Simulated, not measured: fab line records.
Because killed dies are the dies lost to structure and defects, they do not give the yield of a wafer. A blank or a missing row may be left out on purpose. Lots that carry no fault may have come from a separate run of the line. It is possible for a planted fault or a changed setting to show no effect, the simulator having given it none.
Problem report, 8D (eight disciplines) form, completed by code / flow n5-finfet / the parts of the form that need people (team, actions taken, sign-off) are left out

## 1. PROBLEM STATEMENT
A mean of 382.3 W is read at N5_BEOL_M0_STRIP_104 for power-w, taken on 1 wafer of 1 lot, against 449.7 W (standard deviation 1.3) on wafers free of any fault. That puts it -52 standard deviations away from the usual mean.
The step: strips in N2/H2.
First observed at day 7 22:25: wafer L100.5, on rie-diel-03. At this step, 27 wafers from 9 lots have a number in the record. Rule for "out" (also "out of limits"): further than 4 standard deviations from the usual mean. The rest of the wafers with a number are treated as sound.

## 2. WHAT IT IS AND WHAT IT IS NOT
question=which readings at this step | is=power-w | is not=bias-power-w, drypump-motor-current-A, oes-product-au, rf-vpp-V, throttle-valve-pct
question=which lots | is=L100 | is not=L108, L110, L112, L115, L116, L993, L996, L998
question=which wafers of those lots | is=L100.5 | is not=L100.4, L100.6
question=read on which tools | is=rie-diel-03 | is not=rie-diel-05, rie-diel-06
question=when | is=from day 7 22:25 | is not=up to then (11 sound wafers); but 15 sound wafers of L108, L110, L112, L115, L116 came after

## 3. THE SUSPECTS, EACH WITH WHAT RULES IT OUT
Counting: a tool at a process step up to the reading stays a suspect if it ran every lot that is out. Sound lots after the first of them don't rule it out here, since some wafers of a struck lot are sound.
- rie-diel-03 at N5_BEOL_M0_STRIP_140 (strips in CF4): kept. L100, the lot that is out, went through it at day 7 22:24; up to then, the latest sound lot through it was L998 at day 7 02:29.
- rie-diel-03 at N5_BEOL_M0_STRIP_104 (strips in N2/H2): kept. L100, the lot that is out, went through it at day 7 22:25; up to then, the latest sound lot through it was L998 at day 7 02:30. Out on those wafers are its own readings of power-w.
- In rie-diel-03 at N5_BEOL_M0_STRIP_140, the wafers that are out were processed in chamber 2 and their sound lot-mates in chambers 0, 3.
- In rie-diel-03 at N5_BEOL_M0_STRIP_104, the wafers that are out were processed in chamber 2 and their sound lot-mates in chambers 0, 3.
The count leaves rie-diel-03 at N5_BEOL_M0_STRIP_104 and rie-diel-03 at N5_BEOL_M0_STRIP_140.

## 4. THE CAUSE (what the simulator had put in)
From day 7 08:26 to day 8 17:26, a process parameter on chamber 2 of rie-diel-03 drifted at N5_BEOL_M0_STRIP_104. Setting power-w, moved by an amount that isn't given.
This tool is one of the 2 suspects left after counting.

## 5. SEQUENCE OF EFFECTS, ordered by route
Each row: a reading where the mean over the struck wafers with a number is more than 3 standard deviations away from the usual. Readings are gone through only where the record gives a usual standard deviation; hours: the median, over the lots, of the time from a lot's start at the first step in this table giving one to that lot's start at this step; sigmas: the change measured in usual standard deviations.
hours=0; step=N5_BEOL_M0_STRIP_104; reading=power-w; usual=449.7 W; on struck wafers=382.3; change=-67.4; sigmas=-52
It contains these process steps:
- N5_BEOL_M0_STRIP_104: strips in N2/H2.
At these later measuring or inspecting steps, every struck wafer for which the step has a row has a number for every such reading, and none has moved that far: N5_BEOL_M4_RC_MEAS_101.

## 6. HOW IT WOULD HAVE BEEN CAUGHT EARLIER
The fault began at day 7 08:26; the first out-of-limits reading in this record came at day 7 22:25, 14 hours later.
